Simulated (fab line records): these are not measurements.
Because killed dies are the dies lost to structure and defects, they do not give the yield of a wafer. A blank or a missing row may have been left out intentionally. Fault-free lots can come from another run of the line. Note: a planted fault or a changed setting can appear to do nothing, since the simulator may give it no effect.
Struck lot and sound lot, side by side | flow nand harc | 14 out of 1159 route steps
Sound: these wafers, L184.3, L184.4, L184.5. The struck wafers were L192.1, L192.3, L192.5. At the end, the cause is stated.
Each step with rows lists, per side, the tool, then ch with its chambers, then its first start. Under that, the readings that differ: sound wafers | struck wafers | difference of the means | sigmas: that difference in standard deviations of wafers without a fault.
alike: readings whose means differ by less than 2 such deviations, and words and numbers that are the same on both sides. not compared: withheld readings, readings that some wafer has no value for, bounds like >300 that may hide the same value, and numbers for which the record gives no deviation and whose values overlap.
A row with sigmas, a row that says differs or no value, or rows on one side alone: a step with any of these is where the two part. Numbers that have no deviation but don't overlap get no sigmas and don't part them. Lack of a reading on every wafer of one side parts them only where that side has two or more wafers.

first, 8 steps without rows for these wafers: NHARC_P_GATE_DEHYDRATE_18 (time 120 s); NHARC_P_GATE_HMDS_19 (time 30 s); NHARC_P_GATE_COAT_20 (resist thk 90 nm); NHARC_P_GATE_SOFTBAKE_21 (time 55 s); NHARC_P_GATE_EBR_22; NHARC_P_GATE_EXPOSE_23 (exposes mask P GATE, target cd 120 nm); NHARC_P_GATE_PEB_24 (peb time 65 s); NHARC_P_GATE_DEVELOP_25 (develop time 35 s).
NHARC_P_GATE_CD_MEAS_26 targets a cd of 120 nm.
  sound on cd sem-03 ch 0, day 6 13:38; struck on cd sem-03 ch 0, day 7 23:32
  reading    | sound             | struck            | difference | sigmas
  cd nm (nm) | 121.0 120.7 121.3 | 119.8 119.4 118.3 | -1.8       | -3
NHARC_P_GATE_OVL_MEAS_27:
  struck on overlay-02, day 7 23:38; sound on overlay-02, day 6 13:43
  reading           | sound          | struck      | difference | sigmas
  overlay x nm (nm) | -0.9 -1.2 -1.0 | 1.4 1.2 1.4 | +2.4       | +3
  alike: overlay y nm
NHARC_P_GATE_INSPECT_28:
  struck on defect inspect-01, day 7 23:40; sound on defect inspect-01, day 6 13:45
  alike: raw defect count
NHARC_P_GATE_DESCUM_31: chemistry O2, time 3 s.
  sound on rie diel-03 ch 1,2,3, day 6 13:49; struck on rie diel-07 ch 2,3, day 7 23:44
  alike: chamber pressure mTorr, drypump motor current A, mfc ar sccm, oes product au, rf vpp V, showerhead plenum p Torr, throttle valve pct
  not compared: rf hours counter h
NHARC_P_GATE_ETCH_104: etches the open film in CF4/CHF3, target depth 60 nm.
  sound on rie diel-03 ch 0,1,3, day 6 13:54; struck on rie diel-07 ch 1,2,3, day 7 23:49
  no value came back on the struck wafers for any of 9 readings (bias w (W), cf4 flow sccm (sccm) and others); on the sound wafers bias w (W) reads 199.6 200.5 201.0
NHARC_P_GATE_HM_OPEN_105: chemistry O2/COS, target depth 360 nm.
  sound on rie diel-03 ch 0,2; struck on rie diel-07 ch 0,1,2
  alike: chamber pressure mTorr, drypump motor current A, mfc ar sccm, oes product au, rf vpp V, showerhead plenum p Torr, throttle valve pct
  not compared: rf hours counter h

== WHERE THEY PART ==
First at NHARC_P_GATE_CD_MEAS_26; last, within this record, at NHARC_P_GATE_ETCH_104. Later steps at which nothing parts them and some readings are alike: NHARC_P_GATE_HM_OPEN_105.

WHY: whatever the simulator had introduced
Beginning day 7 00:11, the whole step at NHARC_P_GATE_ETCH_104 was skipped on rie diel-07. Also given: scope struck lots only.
